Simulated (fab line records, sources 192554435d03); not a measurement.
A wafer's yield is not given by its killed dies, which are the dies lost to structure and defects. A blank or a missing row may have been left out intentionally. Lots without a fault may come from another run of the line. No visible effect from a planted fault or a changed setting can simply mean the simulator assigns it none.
Split-lot study / flow n5 finfet / 21 wafers read across 7 lots, on a route 1938 steps long

## SPLIT DETAILS
At N5_BEOL_M14_PEB_26 (peb time 90 s), the setting peb temp c was moved away from the recipe's 130 C on 3 of the 21 wafers read, by -2.1% to +2.1%. The other wafers ran this setting at the recipe's value.

## FROM THE SPLIT TO THE READING: what the file shows between them, 2 steps
- N5_BEOL_M14_DEVELOP_27: develop time 45 s
- N5_BEOL_M14_HARDBAKE_32: time 120 s

## THE READING
Shown in nm: cd nm at N5_BEOL_M14_CD_MEAS_28, with target cd 284.4 nm. On this fab line, fault-free wafers typically give 283.7 nm with a standard deviation of 1.7 nm.

wafer=L075.1; tool, chamber at the split=litho track-02, 0; peb temp c as run, C=132.7; against the recipe=+2.1%; cd nm, nm=292.3; against lot-mates on the recipe=+8.6
wafer=L075.3; tool, chamber at the split=litho track-02, 0; peb temp c as run, C=130; against the recipe=recipe; cd nm, nm=283.7; against lot-mates on the recipe=-
wafer=L075.4; tool, chamber at the split=litho track-02, 0; peb temp c as run, C=130; against the recipe=recipe; cd nm, nm=283.7; against lot-mates on the recipe=-
wafer=L079.1; tool, chamber at the split=litho track-02, 0; peb temp c as run, C=132.2; against the recipe=+1.7%; cd nm, nm=292.6; against lot-mates on the recipe=+9.4
wafer=L079.3; tool, chamber at the split=litho track-02, 0; peb temp c as run, C=130; against the recipe=recipe; cd nm, nm=282.7; against lot-mates on the recipe=-
wafer=L079.5; tool, chamber at the split=litho track-02, 0; peb temp c as run, C=130; against the recipe=recipe; cd nm, nm=283.7; against lot-mates on the recipe=-
wafer=L081.2; tool, chamber at the split=litho track-03, 0; peb temp c as run, C=130; against the recipe=recipe; cd nm, nm=285.4; against lot-mates on the recipe=-
wafer=L081.4; tool, chamber at the split=litho track-03, 0; peb temp c as run, C=130; against the recipe=recipe; cd nm, nm=284.1; against lot-mates on the recipe=-
wafer=L081.6; tool, chamber at the split=litho track-03, 0; peb temp c as run, C=130; against the recipe=recipe; cd nm, nm=285.9; against lot-mates on the recipe=-
wafer=L083.1; tool, chamber at the split=litho track-01, 0; peb temp c as run, C=130; against the recipe=recipe; cd nm, nm=282.2; against lot-mates on the recipe=-
wafer=L083.4; tool, chamber at the split=litho track-01, 0; peb temp c as run, C=130; against the recipe=recipe; cd nm, nm=282.1; against lot-mates on the recipe=-
wafer=L083.5; tool, chamber at the split=litho track-01, 0; peb temp c as run, C=130; against the recipe=recipe; cd nm, nm=280.6; against lot-mates on the recipe=-
wafer=L087.1; tool, chamber at the split=litho track-02, 0; peb temp c as run, C=130; against the recipe=recipe; cd nm, nm=283.5; against lot-mates on the recipe=-
wafer=L087.2; tool, chamber at the split=litho track-02, 0; peb temp c as run, C=130; against the recipe=recipe; cd nm, nm=283.6; against lot-mates on the recipe=-
wafer=L087.3; tool, chamber at the split=litho track-02, 0; peb temp c as run, C=130; against the recipe=recipe; cd nm, nm=285.1; against lot-mates on the recipe=-
wafer=L085.1; tool, chamber at the split=litho track-01, 0; peb temp c as run, C=130; against the recipe=recipe; cd nm, nm=284.1; against lot-mates on the recipe=-
wafer=L085.2; tool, chamber at the split=litho track-01, 0; peb temp c as run, C=130; against the recipe=recipe; cd nm, nm=281.9; against lot-mates on the recipe=-
wafer=L085.6; tool, chamber at the split=litho track-01, 0; peb temp c as run, C=130; against the recipe=recipe; cd nm, nm=283.3; against lot-mates on the recipe=-
wafer=L097.1; tool, chamber at the split=litho track-01, 0; peb temp c as run, C=127.3; against the recipe=-2.1%; cd nm, nm=267.7; against lot-mates on the recipe=-16.2
wafer=L097.3; tool, chamber at the split=litho track-01, 0; peb temp c as run, C=130; against the recipe=recipe; cd nm, nm=284.7; against lot-mates on the recipe=-
wafer=L097.5; tool, chamber at the split=litho track-01, 0; peb temp c as run, C=130; against the recipe=recipe; cd nm, nm=283.2; against lot-mates on the recipe=-

THE FIT
A straight line over all 21 wafers: cd nm changes by +5.84 nm for each +1% of peb temp c; r = +0.94; the points scatter about the line by 1.7 nm.
The same after taking each lot's own level away (the mean of its wafers on the recipe; 21 wafers): +5.93 nm for each +1%; r = +0.96; scatter 1.4 nm.
Per that fit: largest peb temp c move, reading shift of 12 nm.
Measured against the standard deviation above, the lots' own levels, which go from 281.63 to 285.13 nm, span 2.1 times it.
The two slopes agree, so the slope changes little with the lot-to-lot level.
Check: for one of the wafers moved furthest among these (-2.1%), held out of the fit, the line's prediction against its lot-mates is -9.74 nm. Against them it came out at -16.2 nm.

## THESE WAFERS: OTHER SPLITS
These wafers also went through other splits before the reading. Each is held against what the fit with the lots' levels taken away leaves over:
other split on the same wafers=N5_BEOL_M11_COAT_59 spin rpm; wafers away from the commonest value=4; r with cd nm (lot level and that fit taken away)=-0.24
other split on the same wafers=N5_BEOL_M13_COAT_22 spin rpm; wafers away from the commonest value=6; r with cd nm (lot level and that fit taken away)=+0.01

## THE WHOLE CHAIN: every reading that the file lists as answering this split, in the file's order
step=N5_BEOL_M14_CD_MEAS_28; what it does=target cd 284.4 nm; reading=cd nm; change (the file's fit)=+5.88 nm for each +1% of the setting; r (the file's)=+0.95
step=N5_BEOL_M14_DESCUM_33; what it does=chemistry O2, time 7.9 s; reading=BEOL_M14.cd nm (the simulator's own value, which no gauge read); change (the file's fit)=+5.8 nm for each +1% of the setting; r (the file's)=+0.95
step=N5_BEOL_M14_ETCH_68; what it does=etches SOC in N2/H2, time 450 s; reading=BEOL_M14.cd nm (the simulator's own value, which no gauge read); change (the file's fit)=+5.96 nm for each +1% of the setting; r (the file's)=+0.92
step=N5_BEOL_M14_TRENCH_ETCH_34; what it does=etches SiO2 in C4F8/O2/Ar, target depth 556.65 nm, time 126.9 s; reading=BEOL_M14.cd nm (the simulator's own value, which no gauge read); change (the file's fit)=+5.91 nm for each +1% of the setting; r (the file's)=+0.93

## THE FILE'S OWN FIT
cd nm changes by +5.88 nm for each +1% of peb temp c, r = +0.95.
